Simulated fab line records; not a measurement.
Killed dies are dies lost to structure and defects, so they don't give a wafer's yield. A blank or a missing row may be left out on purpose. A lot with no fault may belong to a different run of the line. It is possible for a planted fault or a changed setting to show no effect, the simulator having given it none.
fab line records	flow nand_harc
[record] lots = 6	wafers = 18	last_day = 25
route steps=1159 shown A_CONTACT@936 A_BLC@964 END@1159
lots untouched by any fault: they come from a run of this same line in which no faults occurred
start_h: the number of hours between the record's first day and the start of the first shown wafer of the lot	wait_h: hours elapsed since this lot's preceding step	" identical to the entry in the row above	L1.1+2: a row that stands for several wafers	- either no value or no given start	* or withheld: withheld	< > ~ a bound
route shown NAME@n: NAME is a module with steps in the file, n the number in the route of the first one	usual: average and standard deviation across the fault-free wafers	same: alike in all rows	chamber/n: place in a boat	sites: readings site by site	_std_site: how widely they spread, as a standard deviation	_edge_site: outer sites' mean less inner sites'	radius_mm: for every site, how far away it sits from the centre of the wafer	mask NAME#n: copy n	behind: tool/chamber where the wafer was last shaped	hold: reason for holding the lot/hours on hold/outcome of the hold	device: whichever transistor did not switch (one of n, p or np)	end of line: tests run on the same wafers once the route is complete	a step without rows: its recipe alone	killed: at the first sort, the dies lost to defects and structure; wafer yield is something else	map: dies across one wafer; x = killed, . = not, _ = none there
set.NAME: the setting the step ran with; set.NAME@STEP: the setting that earlier step ran with	model.NAME: the simulator's own value behind a step, which no gauge read
a table for each step, a row for each wafer; lots at some steps of the route
services: a tool's chamber out of use, with start hour (start_h, from the record's first day; less than 0 if before it), hours out, and reason
[[steps]]
[step NHARC_A_CONTACT_OVL_MEAS_09]
[usual] overlay_x_nm = -0.1/0.71	overlay_y_nm = 0.0/0.88
lot.wafer	tool	chamber	start_h	wait_h	overlay_x_nm	overlay_y_nm
L414.3	overlay-02	-	393.97	-	-0.4	0.0
L414.5	"	-	"	"	0.3	-0.2
L414.6	"	-	"	"	0.2	0.4
L420.1	overlay-02	-	427.90	-	-0.2	-0.2
L420.5	"	-	"	"	-0.1	-0.3
L420.6	"	-	"	"	-0.2	0.0
L423.2	overlay-01	-	432.90	-	-1.0	-1.6
L423.3	"	-	"	"	-0.3	-1.4
L423.5	"	-	"	"	-0.7	-1.5
L426.2	overlay-01	-	458.38	-	1.0	-0.1
L426.4	"	-	"	"	1.0	0.1
L426.6	"	-	"	"	1.1	-0.2
L429.3	overlay-01	-	488.36	-	0.2	-0.8
L429.4	"	-	"	"	-0.2	0.3
L429.5	"	-	"	"	0.9	-0.2
L435.1	overlay-01	-	525.46	-	-0.1	0.3
L435.2	"	-	"	"	0.1	0.4
L435.4	"	-	"	"	0.6	0.6
[step NHARC_A_CONTACT_INSPECT_10]
[usual] raw_defect_count = 28/10
lot.wafer	tool	chamber	start_h	wait_h	raw_defect_count
L414.3	defect_inspect-02	-	394.00	0.0	8
L414.5	"	-	"	"	10
L414.6	"	-	"	"	12
L420.1	defect_inspect-01	-	427.94	0.0	24
L420.5	"	-	"	"	28
L420.6	"	-	"	"	30
L423.2	defect_inspect-02	-	432.93	0.0	18
L423.3	"	-	"	"	25
L423.5	"	-	"	"	29
L426.2	defect_inspect-02	-	458.41	0.0	20
L426.4	"	-	"	"	20
L426.6	"	-	"	"	23
L429.3	defect_inspect-01	-	488.40	0.0	45
L429.4	"	-	"	"	46
L429.5	"	-	"	"	63
L435.1	defect_inspect-02	-	525.49	0.0	17
L435.2	"	-	"	"	18
L435.4	"	-	"	"	21
[step NHARC_A_CONTACT_DESCUM_13]
[recipe] time_s = 3	o2_flow_sccm = 200	ar_flow_sccm = 0	bias_power_w = 0	chemistry = O2
[step NHARC_A_CONTACT_ETCH_88]
[recipe] target_depth_a = 390	over_etch_frac = 0.3	time_s = 65	ion_energy_ev = 80	cf4_flow_sccm = 150	ar_flow_sccm = 0	rf_w = 300	bias_w = 100	chemistry = CF4
[step NHARC_A_CONTACT_ETCH_89]
[recipe] target_depth_a = 2600	over_etch_frac = 0.3	time_s = 475.3	ion_energy_ev = 200	n2_flow_sccm = 150	h2_flow_sccm = 150	ar_flow_sccm = 0	rf_w = 400	bias_w = 150	chemistry = N2/H2
[step NHARC_A_CONTACT_ETCH_30]
[recipe] target_depth_a = 605	time_s = 30.2	cf4_flow_sccm = 100	chf3_flow_sccm = 30	ar_flow_sccm = 0	rf_w = 500	bias_w = 200	chemistry = CF4/CHF3
[usual] drypump_motor_current_A = 5.6/0.34	mfc_ar_sccm = 0.006/0.011	oes_product_au = 0.941/0.023	rf_vpp_V = 371.1/1.4	showerhead_plenum_p_Torr = 1.58/0.034	throttle_valve_pct = 16.802/0.0092
lot.wafer	tool	chamber	start_h	wait_h	drypump_motor_current_A	mfc_ar_sccm	oes_product_au	rf_hours_counter_h	rf_vpp_V	showerhead_plenum_p_Torr	throttle_valve_pct
L414.3	rie_diel-04	2	-	-	6.1	0	0.926	33	371.2	1.57	16.804
L414.6	"	0	"	"	5.5	0	0.915	-	370.9	1.58	16.798
L414.5	"	1	"	"	5.6	0	0.933	-	371.8	1.61	16.818
L420.1	rie_diel-02	2	-	-	6.2	0.002	0.932	15	369.5	1.54	16.800
L420.5	"	1	"	"	5.5	0.031	0.927	-	371.4	1.63	16.804
L420.6	"	2	"	"	6.2	0.002	0.922	-	370.1	1.54	16.796
L423.2	rie_diel-02	1	-	-	5.5	0.031	0.914	20	372.5	1.63	16.812
L423.3	"	2	"	"	6.1	0.002	0.925	15	367.6	1.54	16.792
L423.5	"	3	"	"	5.1	0.000	0.907	-	372.9	1.61	16.808
L426.4	rie_diel-02	0	-	-	5.5	0	0.922	22	369.3	1.57	16.797
L426.2	"	1	"	"	5.5	0.031	0.917	25	373.1	1.63	16.800
L426.6	"	0	"	"	5.5	0	0.923	-	371.6	1.57	16.790
L429.3	rie_diel-08	2	-	-	5.5	0	0.968	0	372.2	1.64	16.801
L429.4	"	3	"	"	6.2	0	0.957	0	371.4	1.61	16.800
L429.5	"	3	"	"	6.2	0	0.957	-	372.2	1.61	16.792
L435.1	rie_diel-02	3	-	-	5.2	0.000	0.979	2	371.7	1.60	16.808
L435.4	"	0	"	"	5.5	0	0.963	2	371.7	1.57	16.802
L435.2	"	2	"	"	6.1	0.002	0.959	2	367.9	1.53	16.806
[step NHARC_A_CONTACT_ETCH_31]
[recipe] target_depth_a = 20000	over_etch_frac = 0.3	time_s = 520	ion_energy_ev = 150	o2_flow_sccm = 400	cos_flow_sccm = 20	ar_flow_sccm = 0	rf_w = 500	bias_w = 300	chemistry = O2/COS
[step NHARC_A_CONTACT_ETCH_134]
[recipe] source_w = withheld	pressure_mtorr = 20	bias_v = withheld	time_s = 140	target_depth_a = 7000	ar_flow_sccm = withheld	c4f8_flow_sccm = withheld	o2_flow_sccm = withheld	chemistry = C4F8/O2/Ar
[step NHARC_A_CONTACT_ETCH_135]
[recipe] source_w = withheld	pressure_mtorr = 20	bias_v = 3000	time_s = 132	target_depth_a = 12870	ar_flow_sccm = withheld	c4f8_flow_sccm = withheld	o2_flow_sccm = withheld	chemistry = C4F8/O2/Ar
[usual] oes_air_line_au = 1.003/0.022
lot.wafer	tool	chamber	start_h	wait_h	oes_air_line_au	rf_hours_counter_h
L414.3	har_cap_etch-03	1	395.34	0.1	1.031	-
L414.5	"	0	"	"	1.022	-
L414.6	"	1	"	"	1.024	-
L420.1	har_cap_etch-02	1	429.43	0.2	1.029	22
L420.6	"	0	"	"	1.000	-
L420.5	"	1	"	"	1.010	-
L423.2	har_cap_etch-02	0	434.26	0.2	1.021	22
L423.3	"	0	"	"	1.029	-
L423.5	"	1	"	"	1.006	-
L426.2	har_cap_etch-01	1	459.72	0.2	0.981	73
L426.4	"	0	"	"	1.034	-
L426.6	"	0	"	"	0.998	-
L429.4	har_cap_etch-02	1	489.69	0.1	1.003	-
L429.3	"	0	"	"	1.017	-
L429.5	"	1	"	"	1.063	-
L435.1	har_cap_etch-03	0	527.09	0.2	0.990	109
L435.2	"	1	"	"	0.992	109
L435.4	"	1	"	"	0.995	-
[step NHARC_A_CONTACT_ETCH_136]
[recipe] source_w = withheld	pressure_mtorr = 20	bias_v = 3000	time_s = 132	target_depth_a = 12870	ar_flow_sccm = withheld	c4f8_flow_sccm = withheld	o2_flow_sccm = withheld	chemistry = C4F8/O2/Ar
[step NHARC_A_CONTACT_ETCH_137]
[recipe] source_w = withheld	pressure_mtorr = 20	bias_v = 3000	time_s = 132	target_depth_a = 12870	ar_flow_sccm = withheld	c4f8_flow_sccm = withheld	o2_flow_sccm = withheld	chemistry = C4F8/O2/Ar
[step NHARC_A_CONTACT_ETCH_138]
[recipe] source_w = withheld	pressure_mtorr = 20	bias_v = 3000	time_s = 132	target_depth_a = 12890	ar_flow_sccm = withheld	c4f8_flow_sccm = withheld	o2_flow_sccm = withheld	chemistry = C4F8/O2/Ar
[usual] oes_air_line_au = 0.999/0.021
lot.wafer	tool	chamber	start_h	wait_h	oes_air_line_au	rf_hours_counter_h
L414.3	har_cap_etch-03	1	395.71	0.1	0.957	-
L414.5	"	0	"	"	1.033	-
L414.6	"	1	"	"	0.968	-
L420.1	har_cap_etch-02	1	429.80	0.1	1.035	22
L420.6	"	0	"	"	1.005	-
L420.5	"	1	"	"	1.021	-
L423.2	har_cap_etch-02	0	434.63	0.1	0.980	23
L423.3	"	0	"	"	1.001	-
L423.5	"	1	"	"	0.988	-
L426.2	har_cap_etch-01	1	460.09	0.1	1.000	73
L426.4	"	0	"	"	0.995	-
L426.6	"	0	"	"	1.005	-
L429.4	har_cap_etch-02	1	490.06	0.1	0.972	-
L429.3	"	0	"	"	0.978	-
L429.5	"	1	"	"	1.003	-
L435.1	har_cap_etch-03	0	527.46	0.1	0.992	109
L435.2	"	1	"	"	0.991	109
L435.4	"	1	"	"	0.994	-
[step NHARC_A_CONTACT_ETCH_139]
[recipe] source_w = withheld	pressure_mtorr = 20	bias_v = 400	time_s = 137	target_depth_a = 5900	ar_flow_sccm = withheld	c4f8_flow_sccm = 11.5	o2_flow_sccm = 7.2	chemistry = C4F8/O2/Ar
[usual] oes_air_line_au = 1.003/0.019
lot.wafer	tool	chamber	start_h	wait_h	oes_air_line_au	rf_hours_counter_h
L414.3	har_cap_etch-03	1	395.89	0.2	0.974	-
L414.5	"	0	"	"	1.000	-
L414.6	"	1	"	"	0.980	-
L420.1	har_cap_etch-02	1	429.94	0.1	1.007	22
L420.6	"	0	"	"	1.023	-
L420.5	"	1	"	"	0.962	-
L423.2	har_cap_etch-02	0	434.75	0.1	1.005	23
L423.3	"	0	"	"	1.015	-
L423.5	"	1	"	"	0.994	-
L426.2	har_cap_etch-01	1	460.23	0.1	0.980	73
L426.4	"	0	"	"	1.026	-
L426.6	"	0	"	"	0.991	-
L429.4	har_cap_etch-02	1	490.22	0.1	1.012	-
L429.3	"	0	"	"	0.992	-
L429.5	"	1	"	"	1.019	-
L435.1	har_cap_etch-03	0	527.58	0.1	1.020	109
L435.2	"	1	"	"	1.004	109
L435.4	"	1	"	"	0.982	-
[step NHARC_A_CONTACT_ETCH_92]
[recipe] target_depth_a = 400	over_etch_frac = 0.5	time_s = 85.7	ion_energy_ev = 120	ch3f_flow_sccm = 50	o2_flow_sccm = 30	ar_flow_sccm = 200	rf_w = 500	bias_w = 100	chemistry = CH3F/O2
[step NHARC_A_CONTACT_ETCH_98]
[recipe] target_depth_a = 200	over_etch_frac = 0.5	time_s = 10	ion_energy_ev = 250	c4f6_flow_sccm = 25	o2_flow_sccm = 20	ar_flow_sccm = 500	rf_w = 600	bias_w = 500	chemistry = C4F6/O2
[usual] drypump_motor_current_A = 5.6/0.34	mfc_ar_sccm = 500.1/1.6	oes_product_au = 0.961/0.024	rf_vpp_V = 547.8/2.1	showerhead_plenum_p_Torr = 3.96/0.092	throttle_valve_pct = 26.905/0.0075
lot.wafer	tool	chamber	start_h	wait_h	drypump_motor_current_A	mfc_ar_sccm	oes_product_au	rf_hours_counter_h	rf_vpp_V	showerhead_plenum_p_Torr	throttle_valve_pct
L414.3	rie_diel-08	0	-	-	5.2	498.5	0.960	38	544.9	3.84	26.916
L414.6	"	0	"	"	5.2	498.5	0.968	-	545.5	3.84	26.901
L414.5	"	1	"	"	5.7	501.5	0.965	-	551.9	4.11	26.913
L420.1	rie_diel-04	0	-	-	5.6	502.2	0.937	51	547.0	3.94	26.912
L420.6	"	3	"	"	5.8	501.7	0.954	-	546.2	3.87	26.901
L420.5	"	0	"	"	5.6	501.1	0.948	-	546.4	3.94	26.914
L423.2	rie_diel-08	0	-	-	5.2	501.1	0.970	48	544.1	3.83	26.891
L423.3	"	1	"	"	5.7	498.0	0.956	43	550.6	4.10	26.913
L423.5	"	0	"	"	5.2	501.5	0.977	-	545.2	3.83	26.902
L426.2	rie_diel-04	1	-	-	5.6	502.2	0.997	61	547.7	3.99	26.908
L426.4	"	0	"	"	5.6	498.4	0.988	66	547.4	3.93	26.913
L426.6	"	2	"	"	6.2	500.0	0.995	-	546.6	3.91	26.901
L429.4	rie_diel-02	0	-	-	5.5	498.5	0.938	28	546.6	3.91	26.910
L429.3	"	2	"	"	6.2	500.6	0.955	23	545.3	3.83	26.907
L429.5	"	0	"	"	5.5	499.2	0.943	-	545.9	3.91	26.906
L435.2	rie_diel-04	1	528.28	0.3	5.7	500.5	0.978	21	549.6	3.98	26.902
L435.1	"	3	"	"	5.8	501.5	0.990	18	544.7	3.85	26.909
L435.4	"	0	"	"	5.6	497.3	0.959	-	545.0	3.91	26.909
[step NHARC_A_CONTACT_CD_MEAS_15]
[usual] cd_nm = 90.0/0.66
lot.wafer	tool	chamber	start_h	wait_h	cd_nm
L414.3	cd_sem-01	-	396.51	-	90.1
L414.5	"	-	"	"	89.4
L414.6	"	-	"	"	89.7
L420.1	cd_sem-03	-	430.52	-	90.2
L420.5	"	-	"	"	89.6
L420.6	"	-	"	"	89.9
L423.2	cd_sem-01	-	435.45	-	90.3
L423.3	"	-	"	"	89.4
L423.5	"	-	"	"	90.0
L426.2	cd_sem-03	-	460.82	-	89.7
L426.4	"	-	"	"	89.8
L426.6	"	-	"	"	89.8
L429.3	cd_sem-01	-	490.77	-	89.4
L429.4	"	-	"	"	90.5
L429.5	"	-	"	"	90.2
L435.1	cd_sem-01	-	528.37	-	90.4
L435.2	"	-	"	"	89.7
L435.4	"	-	"	"	89.3
[step NHARC_A_CONTACT_STRIP_107]
[recipe] n2_flow_sccm = 150	h2_flow_sccm = 150	ar_flow_sccm = 0	bias_w = 0	chemistry = N2/H2
[step NHARC_A_CONTACT_STRIP_108]
[recipe] cf4_flow_sccm = 100	chf3_flow_sccm = 30	ar_flow_sccm = 0	bias_w = 0	chemistry = CF4/CHF3
[step NHARC_A_CONTACT_STRIP_109]
[recipe] o2_flow_sccm = 400	cos_flow_sccm = 20	ar_flow_sccm = 0	bias_w = 0	chemistry = O2/COS
[step NHARC_A_CONTACT_ETCH_110]
[recipe] target_depth_a = 500	overetch_a = 50	time_s = 27.5	ion_energy_ev = 100	cf4_flow_sccm = 80	o2_flow_sccm = 20	ar_flow_sccm = 0	rf_w = 300	bias_w = 100	chemistry = CF4/O2
[step NHARC_A_CONTACT_STRIP_26]
[recipe] o2_flow_sccm = 500	ar_flow_sccm = 0	bias_w = 0	chemistry = O2
[usual] drypump_motor_current_A = 5.6/0.33	mfc_ar_sccm = 0.007/0.013	oes_product_au = 0.999/0.0089	rf_vpp_V = 57.8/0.91	showerhead_plenum_p_Torr = 3.58/0.086	throttle_valve_pct = 17.037/0.0091
lot.wafer	tool	chamber	start_h	wait_h	drypump_motor_current_A	mfc_ar_sccm	oes_product_au	rf_hours_counter_h	rf_vpp_V	showerhead_plenum_p_Torr	throttle_valve_pct
L414.3	rie_diel-08	3	-	-	6.2	0	1.009	36	58.7	3.63	17.036
L414.6	"	2	"	"	5.5	0	0.984	-	58.3	3.68	17.064
L414.5	"	3	"	"	6.2	0	1.004	-	57.5	3.63	17.027
L420.1	rie_diel-02	2	-	-	6.2	0.002	0.996	15	58.2	3.45	17.025
L420.6	"	0	"	"	5.5	0	1.000	-	58.9	3.52	17.027
L420.5	"	1	"	"	5.5	0.031	0.992	-	58.2	3.66	17.027
L423.2	rie_diel-02	0	-	-	5.5	0	0.993	17	57.0	3.52	17.033
L423.3	"	1	"	"	5.5	0.031	1.004	20	57.4	3.66	17.010
L423.5	"	0	"	"	5.5	0	0.993	-	58.5	3.52	17.031
L426.4	rie_diel-08	3	-	-	6.2	0	1.007	56	59.6	3.62	17.048
L426.2	"	0	"	"	5.2	0.030	1.006	59	55.9	3.44	17.038
L426.6	"	1	"	"	5.7	0	0.999	-	58.6	3.69	17.044
L429.3	rie_diel-02	3	-	-	5.1	0.000	1.004	32	59.7	3.59	17.034
L429.4	"	1	"	"	5.5	0.031	0.995	31	58.1	3.66	17.033
L429.5	"	3	"	"	5.1	0.000	1.003	-	57.9	3.59	17.034
L435.2	rie_diel-04	1	-	-	5.6	0	0.980	22	58.2	3.58	17.044
L435.1	"	3	"	"	5.8	0	1.002	19	57.6	3.46	17.043
L435.4	"	0	"	"	5.6	0	0.989	-	59.6	3.52	17.039
[step NHARC_A_CONTACT_STRIP_27]
[recipe] time_s = 600	temp_c = 30	chemistry = post_etch_residue_remover
[step NHARC_A_CONTACT_ALD_18]
[recipe] target_thk_a = 30	pulse_time_s = 1	ald_cycles = 150	temp_c = 450	material = TiN
[step NHARC_A_CONTACT_CVD_19]
[recipe] target_thk_a = 3000	temp_c = 300	pressure_torr = 40	wf6_flow_sccm = 40	h2_flow_sccm = 1600	ar_flow_sccm = 1560	time_s = 802	material = W
[step NHARC_A_CONTACT_CMP_20]
[recipe] t_overpolish_s = 30	target_thk_nm = 300
[step NHARC_A_CONTACT_SRD_22]
[step NHARC_A_BLC_DEHYDRATE_00]
[recipe] temp_c = 150	time_s = 120
[step NHARC_A_BLC_HMDS_01]
[recipe] time_s = 30
[step NHARC_A_BLC_COAT_02]
[recipe] temp_c = 260	time_s = 75
[step NHARC_A_BLC_COAT_03]
[recipe] temp_c = 225	time_s = 65
[step NHARC_A_BLC_COAT_04]
[recipe] spin_rpm = 1500	resist_thk_nm = 90
[step NHARC_A_BLC_SOFTBAKE_05]
[recipe] temp_c = 105	time_s = 55
[step NHARC_A_BLC_EBR_06]
[step NHARC_A_BLC_EXPOSE_07]
[recipe] na = 1.35	target_cd_nm = 100	dose_mj = 67.97	mask_id = A_BLC
[step NHARC_A_BLC_PEB_08]
[recipe] peb_temp_c = 100	peb_time_s = 65
[step NHARC_A_BLC_DEVELOP_09]
[recipe] develop_time_s = 35	dev_temp_c = 23
[step NHARC_A_BLC_CD_MEAS_10]
[recipe] target_cd_nm = 100	landing_energy_ev = 500
[usual] cd_nm = 100.0/0.51
[same] landing_energy_ev = 500
lot.wafer	tool	chamber	start_h	wait_h	cd_nm
L414.3	cd_sem-01	0	399.48	-	100.7
L414.5	"	0	"	"	99.2
L414.6	"	0	"	"	99.6
L420.1	cd_sem-01	0	436.73	-	99.4
L420.5	"	0	"	"	99.7
L420.6	"	0	"	"	99.9
L423.2	cd_sem-02	0	444.18	-	99.3
L423.3	"	0	"	"	98.2
L423.5	"	0	"	"	99.5
L426.2	cd_sem-01	0	466.98	-	100.3
L426.4	"	0	"	"	100.2
L426.6	"	0	"	"	99.3
L429.3	cd_sem-02	0	495.02	-	99.6
L429.4	"	0	"	"	99.5
L429.5	"	0	"	"	100.3
L435.1	cd_sem-03	0	538.06	-	99.8
L435.2	"	0	"	"	100.3
L435.4	"	0	"	"	99.6
[step NHARC_A_BLC_OVL_MEAS_11]
[usual] overlay_x_nm = 0.1/0.84	overlay_y_nm = -0.2/1.1
lot.wafer	tool	chamber	start_h	wait_h	overlay_x_nm	overlay_y_nm
L414.3	overlay-02	-	399.56	-	0.1	0.7
L414.5	"	-	"	"	0.5	1.1
L414.6	"	-	"	"	1.1	0.6
L420.1	overlay-01	-	436.82	-	0.1	-0.8
L420.5	"	-	"	"	1.0	0.0
L420.6	"	-	"	"	0.5	-0.6
L423.2	overlay-01	-	444.26	-	0.3	-0.1
L423.3	"	-	"	"	1.2	-0.7
L423.5	"	-	"	"	0.9	-1.0
L426.2	overlay-02	-	467.06	-	-1.6	-1.4
L426.4	"	-	"	"	-0.5	-1.6
L426.6	"	-	"	"	-1.2	-2.0
L429.3	overlay-01	-	495.10	-	0.3	-0.3
L429.4	"	-	"	"	0.4	-0.4
L429.5	"	-	"	"	0.2	0.3
L435.1	overlay-02	-	538.15	-	-0.7	-0.7
L435.2	"	-	"	"	-0.8	-0.3
L435.4	"	-	"	"	-1.4	-0.3
[step NHARC_A_BLC_DESCUM_15]
[recipe] time_s = 3	o2_flow_sccm = 200	ar_flow_sccm = 0	bias_power_w = 0	chemistry = O2
[step NHARC_END_SORT_01]
[recipe] temp_c = 25
[usual] killed_at_array = 28/8.6	killed_at_other = 0.7/1.2	killed_at_periphery = 3.1/2.3	killed_dies = 32/8.7	killed_open = 3.2/1.7	killed_short = 2.0/1.5
[same] gross_dies = 677
lot.wafer	tool	chamber	start_h	wait_h	killed_at_array	killed_at_other	killed_at_periphery	killed_dies	killed_open	killed_short
L420.1	prober-02	0	485.16	2.5	108	2	5	115	1	2
L420.5	prober-02	0	488.33	3.7	119	2	2	123	3	1
L420.6	prober-02	0	489.13	4.0	89	2	4	95	3	3
L423.2	prober-01	0	501.51	2.8	70	0	3	73	3	2
L423.3	prober-01	0	502.31	3.1	79	1	2	82	2	2
L423.5	prober-01	0	503.91	3.7	113	1	3	117	1	3
L429.3	prober-01	0	550.74	3.1	46	1	7	54	4	3
L429.4	prober-01	0	551.54	3.4	53	0	3	56	2	1
L429.5	prober-01	0	552.34	3.7	51	0	6	57	1	1
// killed by level:class
L420.1 A_CONTACT:unspecified=85 A_CHANNEL_HOLE_D1:chamber_film_flake=16 A_STAIRCASE:chamber_film_flake=3 P_STI:chamber_film_flake=2 P_GATE:chamber_film_flake=2 P_CONTACT:geometric_particle:open=1 A_ONON_D1:geometric_particle:short=1 STARTING-WAFER:geometric_particle:short=1
L420.5 A_CONTACT:unspecified=94 A_CHANNEL_HOLE_D1:chamber_film_flake=17 A_SLIT:chamber_film_flake=2 A_CONTACT:chamber_film_flake=2 THIN_TSV:chamber_film_flake=2 P_CONTACT:geometric_particle:open=1 P_M0:geometric_particle:open=1 A_CHANNEL_FILL_D1:geometric_particle:open=1
L420.6 A_CONTACT:unspecified=61 A_CHANNEL_HOLE_D1:chamber_film_flake=13 A_CONTACT:chamber_film_flake=5 P_STI:chamber_film_flake=3 A_ONON_D1:geometric_particle:short=2 A_STAIRCASE:chamber_film_flake=2 THIN_TSV:chamber_film_flake=2 A_ONON_D1:geometric_particle:open=1
L423.2 A_CONTACT:unspecified=56 A_CHANNEL_HOLE_D1:chamber_film_flake=7 P_M0:geometric_particle:open=1 A_ONON_D1:geometric_particle:open=1 A_SLIT:geometric_particle:short=1 A_CONTACT:geometric_particle:short=1 A_CONTACT:geometric_particle:open=1 P_STI:chamber_film_flake=1
L423.3 A_CONTACT:unspecified=61 A_CHANNEL_HOLE_D1:chamber_film_flake=10 A_ZERO_WELL:chamber_film_flake=2 A_SOURCE_PLATE:geometric_particle:open=1 A_SGD_CUT:geometric_particle:short=1 A_WL_FILL:geometric_particle:short=1 A_CONTACT:geometric_particle:open=1 P_STI:chamber_film_flake=1
L423.5 A_CONTACT:unspecified=91 A_CHANNEL_HOLE_D1:chamber_film_flake=17 P_STI:geometric_particle:open=1 A_ONON_D1:geometric_particle:short=1 A_SLIT:geometric_particle:short=1 A_WL_FILL:geometric_particle:short=1 P_CONTACT:chamber_film_flake=1 P_M1:chamber_film_flake=1
L429.3 A_CHANNEL_HOLE_D1:chamber_film_flake=16 A_SLIT:chamber_film_flake=15 A_CONTACT:chamber_film_flake=8 P_ZERO_WELL:chamber_film_flake=4 P_CONTACT:geometric_particle:short=2 A_WL_FILL:chamber_film_flake=2 A_ONON_D1:geometric_particle:open=1 A_CHANNEL_HOLE_D1:geometric_particle:short=1
L429.4 A_CHANNEL_HOLE_D1:chamber_film_flake=19 A_CONTACT:chamber_film_flake=16 A_SLIT:chamber_film_flake=8 A_STAIRCASE:chamber_film_flake=4 P_ZERO_WELL:chamber_film_flake=3 A_BONDPAD:chamber_film_flake=3 A_CONTACT:geometric_particle:open=1 A_BLC:geometric_particle:open=1
L429.5 A_CHANNEL_HOLE_D1:chamber_film_flake=23 A_SLIT:chamber_film_flake=12 A_CONTACT:chamber_film_flake=9 P_ZERO_WELL:chamber_film_flake=3 A_STAIRCASE:chamber_film_flake=3 A_WL_FILL:chamber_film_flake=2 P_GATE:geometric_particle:open=1 A_BLC:geometric_particle:short=1
// map L420.5 (x killed, . not)
____________.____________
_________......._________
_______..........._______
______.............______
_____..............._____
____....x............____
____....xx.xx........____
___.....xxxx..........___
___.....x.xxxx........___
__.....x.x..x..........__
__........xx.xx........__
_.........x............._
_.......x..xx.x........._
_.........xxxxxx........_
_.........xxxxxxx......._
_......x.xxxxxxx..x....._
........xxxxxxxxx........
.......x..xxxxxxxx.......
.........xxxxxxxx........
........xxxxxxxxx...x....
..x......xxxxxxx.........
_.......x.xxxxxxx....x.._
_.........xxxxxxx......._
_..........xxxx........._
_..........xx..........._
_..........x........x..._
__.........xx..........__
__.....................__
___.............x.....___
___x..................___
____.................____
____........x........____
_____........x......_____
______.............______
_______..........._______
_________......x_________
____________.____________
// map L423.5 (x killed, . not)
____________.____________
_________......._________
_______..........._______
______.............______
_____..............._____
____.................____
____.................____
___x........x.........___
___...................___
__.........x.x.........__
__.........x...........__
_.........xxx..........._
_...........xxx........._
_......x..xxxxx........._
_.........xxxxxx........_
_........xxxxxxxx......._
.........xxxxxxxx........
........xxxxxxxxxx.......
........xxxxxxxxx........
........xxxxxxxx.........
.........xxxxxxxx........
_........xxxxxxxxx......_
_..........xxxxx........_
_.........x.x.xx...x...._
_x.......xx.x..........._
_...........x..........._
__.....xx..............__
__......xxx.x..........__
___........x..........___
___....x.xx..x........___
____......x..........____
____...xxxxx..x......____
_____..............._____
______...x.........______
_______..........._______
_________......._________
____________.____________
[[services]]
tool	chamber	start_h	hours	kind
rie_diel-02	0	385.86	-	clean
rie_diel-02	1	385.86	-	clean
rie_diel-02	2	385.86	-	clean
rie_diel-02	3	385.86	-	clean
rie_diel-02	2	399.59	5.1	repair
rie_diel-02	0	410.79	-	clean
rie_diel-02	1	410.79	-	clean
rie_diel-02	2	410.79	-	clean
rie_diel-02	3	410.79	-	clean
rie_diel-08	-	412.46	2.5	repair
rie_diel-02	0	435.29	-	clean
rie_diel-02	1	435.29	-	clean
rie_diel-02	2	435.29	-	clean
rie_diel-02	3	435.29	-	clean
rie_diel-02	2	459.83	4.2	repair
rie_diel-02	0	459.83	-	clean
rie_diel-02	1	462.89	1.5	repair
rie_diel-04	-	466.05	9.0	pm
rie_diel-02	2	475.63	6.5	repair
rie_diel-04	-	476.57	1.2	repair
rie_diel-08	-	478.86	9.0	pm
rie_diel-02	-	504.83	9.0	pm
rie_diel-04	2	516.64	13.8	repair
rie_diel-08	3	523.50	2.9	repair
[[key]]
[first_sign] step = NHARC_END_SORT_01	reading = killed_at_array	direction = up	sigmas = 8	usual = 28	struck = 96
[effect] step = NHARC_END_SORT_01	reading = killed_dies	direction = up	sigmas = 7.9	usual = 32	struck = 101
[more_kills_born_at] NHARC_A_CONTACT_ETCH_139@har_cap_etch-02 = 448
met_at NHARC_A_CONTACT_ETCH_139
struck_wafers L420.1,L420.5,L420.6,L423.2,L423.3,L423.5
tester_left_out L420,L423
[fault] kind = chamber_particle_source	tool = har_cap_etch-02	chamber = -	onset_h = 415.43	steps = NHARC_A_CONTACT_ETCH_139	rate_per_visit_cm2 = 1.0102	end_h = 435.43
// tester_left_out: of these lots the tester's yield and bins aren't shown, on N5 and GAA mostly nor the transistor test; their killed dies are dies lost to structure and defects alone, not to doping, threshold or leakage, so they don't give the yield
